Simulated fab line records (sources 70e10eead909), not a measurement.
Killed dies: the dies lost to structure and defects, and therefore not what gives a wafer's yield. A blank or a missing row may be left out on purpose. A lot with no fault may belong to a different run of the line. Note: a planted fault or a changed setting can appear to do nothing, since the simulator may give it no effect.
The tool behind it: which one? -- flow nandHarc -- 13 lots with 39 wafers sampled at 5 steps, on a route of 1302 steps

WHAT EACH GAUGE READ, for each wafer
NHARC_HYBRID_BOND_OVL_MEAS_05. Usual: overlayXNm -4 nm, standard deviation 37; overlayYNm -1 nm, standard deviation 34.
lot,measured,on,overlayXNm (nm),overlayYNm (nm),flag
L625,day 24 10:22,overlay-02,-38 0 -67,33 -19 -11,
L626,day 24 01:43,overlay-01,-11 6 25,16 1 50,
L627,day 24 10:23,overlay-01,-34 17 32,33 -11 -91,
L628,day 24 10:21,overlay-01,-9 -8 10,-24 41 21,
L629,day 25 12:44,overlay-01,-40 -3 -16,5 -60 -14,
L630,day 26 08:05,overlay-02,76 -5 -46,-42 5 20,
L631,day 26 18:58,overlay-01,1 41 -91,-31 19 -3,
L638,day 28 12:43,overlay-02,-5 -65,9 4,
L639,day 29 16:07,overlay-01,12 40,-39 24,
L641,day 31 04:32,overlay-02,-1 45 0,0 37 35,
L642,day 31 04:32,overlay-01,-10 14 60,63 -55 35,
L644,day 32 09:00,overlay-02,19 -7 31,13 -22 50,
L648,day 33 05:08,overlay-02,-38 35 16,-12 -55 36,

NHARC_HYBRID_BOND_INSPECT_06: inspects for defects (ir void). Usual: 79 for rawDefectCount, sd 39.
lot,measured,on,rawDefectCount,flag
L625,day 24 10:25,defectInspect-02,20 42 44,
L626,day 24 01:46,defectInspect-01,144 142 164,
L627,day 24 10:26,defectInspect-01,64 61 75,
L628,day 24 10:24,defectInspect-01,79 67 70,
L629,day 25 12:48,defectInspect-02,118 123 129,
L630,day 26 08:08,defectInspect-02,125 115 123,
L631,day 26 19:01,defectInspect-02,39 31 35,
L638,day 28 12:46,defectInspect-02,29 25,
L639,day 29 16:10,defectInspect-02,88 77,
L641,day 31 04:35,defectInspect-01,133 159 150,
L642,day 31 04:35,defectInspect-02,43 40 40,
L644,day 32 09:03,defectInspect-01,45 41 45,
L648,day 33 05:11,defectInspect-01,66 76 77,

NHARC_END_SORT_01. Usual: defectLimitedYield 92.5 %, standard deviation 2.5; killedAtArray 46, standard deviation 16; killedAtOther 0.9, standard deviation 1.3; killedAtPeriphery 4.1, standard deviation 3; killedDies 51, standard deviation 17; killedOpen 3.5, standard deviation 1.8; killedShort 2.5, standard deviation 1.8; sort_bin_2_pct 2.6 %, standard deviation 1.1; sort_bin_3_pct 0.6 %, standard deviation 0.37; sort_bin_4_pct 4.4 %, standard deviation 1.4; sortNPass 626, standard deviation 17; sortRimYieldPct 88 %, standard deviation 4.6; sortYieldPct 92.5 %, standard deviation 2.5.
lot,measured,on,defectLimitedYield (%),killedAtArray,killedAtOther,killedAtPeriphery,killedDies,killedOpen,killedShort,sort_bin_2_pct (%),sort_bin_3_pct (%),sort_bin_4_pct (%),sortNPass,sortRimYieldPct (%),sortYieldPct (%),flag
L631,day 27 12:36,prober-01,94.5 96.5 94.2,37 21 38,0 0 1,0 3 0,37 24 39,6 3 5,2 1 5,1.9 1.3 1.9,0.1 0.1 0,3.4 2.1 3.8,640 653 638,93 94 92,94.5 96.5 94.2,
L638,day 29 07:43,prober-02,95.4 0 96.3,27 23 22,0 1 0,4 653 3,31 677 25,5 4 5,0 4 4,1.3 97.0 1.2,0 0.1 0.3,3.2 2.8 2.2,646 0 652,91 0 95,95.4 0 96.3,OFF
L639,day 30 09:39,prober-02,90.8 92.8 0,61 42 52,0 0 1,1 7 624,62 49 677,3 6 2,2 3 2,3.4 2.8 94.8,0.4 0.9 0.6,5.3 3.5 4.6,615 628 0,84 89 0,90.8 92.8 0,OFF

TOOL THAT RAN EACH LOT (tool first, then ch and the chambers of the sampled wafers, then the start)
lot,NHARC_P_M0_DEP_00,NHARC_THIN_TSV_DEP_43
L625,"pecvd-02 ch 1,2, day 6 10:11","pecvd-02 ch 0,2, day 24 12:22"
L626,"pecvd-02 ch 0,1,2, day 6 12:28","pecvd-02 ch 0,2, day 24 04:50"
L627,"pecvd-04 ch 1,2, day 6 20:17","pecvd-04 ch 0,1, day 24 14:45"
L628,"pecvd-04 ch 0,1,2, day 7 04:53","pecvd-02 ch 1,2, day 24 13:30"
L629,"pecvd-02 ch 1,2, day 7 14:46","pecvd-01 ch 0,1, day 25 14:59"
L630,"pecvd-02 ch 0,1, day 8 10:17","pecvd-01 ch 0,2, day 26 10:01"
L631,"pecvd-04 ch 0,1,2, day 8 14:31","pecvd-02 ch 0,1,2, day 26 20:53"
L638,"pecvd-01 ch 0,1, day 11 08:03","pecvd-02 ch 0,2, day 28 14:37"
L639,"pecvd-01 ch 0,2, day 12 01:29","pecvd-04 ch 1,2, day 29 18:02"
L641,"pecvd-04 ch 1,2, day 12 21:20","pecvd-02 ch 0,2, day 31 07:46"
L642,"pecvd-02 ch 1,2, day 13 01:23","pecvd-01 ch 0,2, day 31 06:29"
L644,"pecvd-04 ch 0,1,2, day 13 22:55","pecvd-01 ch 0,1, day 32 10:59"
L648,"pecvd-04 ch 0,1,2, day 15 16:33","pecvd-01 ch 0,2, day 33 08:17"
- NHARC_P_M0_DEP_00: deposits SiOC, target thk 150 nm.
- NHARC_THIN_TSV_DEP_43: deposits SiO2, target thk 1328.5 nm.

AS READ BY THE TOOLS THEMSELVES (means over the sampled wafers that have a number; for cases with no such wafer, the mark the record gives instead)
NHARC_THIN_TSV_DEP_43. Usual: 15.7 % for throttleValvePct, sd 0.53.
lot,tool,throttleValvePct (%),flag
L625,pecvd-02,16.2,
L626,pecvd-02,15.9,
L627,pecvd-04,15.7,
L628,pecvd-02,16.3,
L629,pecvd-01,15.9,
L630,pecvd-01,15.8,
L631,pecvd-02,16.2,
L638,pecvd-02,16.2,
L639,pecvd-04,15.6,
L641,pecvd-02,16.3,
L642,pecvd-01,15.8,
L644,pecvd-01,15.4,
L648,pecvd-01,15.8,

THE ANSWER, worked out from the rows above alone
Rule: lot off if the mean of its wafers having a number is beyond 3 standard deviations from the usual mean. A lot without any number at a reading at which 4 lots or more have one is off too. All remaining lots with rows at the step are treated as sound. Order of review: gauges by route order, followed by the tools' own readings, for which a lot's mean as printed above is used. The first step at which some lot is off is used, and at that step the reading that is off furthest; a lot without a number counts as furthest.
Off: L638, L639 (NHARC_END_SORT_01, killedAtPeriphery). Neither off nor sound, because the step has no rows for them: L625, L626, L627, L628, L629, L630, L641, L642, L644, L648.
If a tool, at a process step before that reading, ran all the lots that are off and no sound lot after the first of them, it fits. Those tools and the gauges at NHARC_END_SORT_01 are tried in the same way. Can't be told from this: 2 tools fit, pecvd-01 at NHARC_P_M0_DEP_00, prober-02 at NHARC_END_SORT_01.

WHAT HAD BEEN PUT IN BY THE SIMULATOR
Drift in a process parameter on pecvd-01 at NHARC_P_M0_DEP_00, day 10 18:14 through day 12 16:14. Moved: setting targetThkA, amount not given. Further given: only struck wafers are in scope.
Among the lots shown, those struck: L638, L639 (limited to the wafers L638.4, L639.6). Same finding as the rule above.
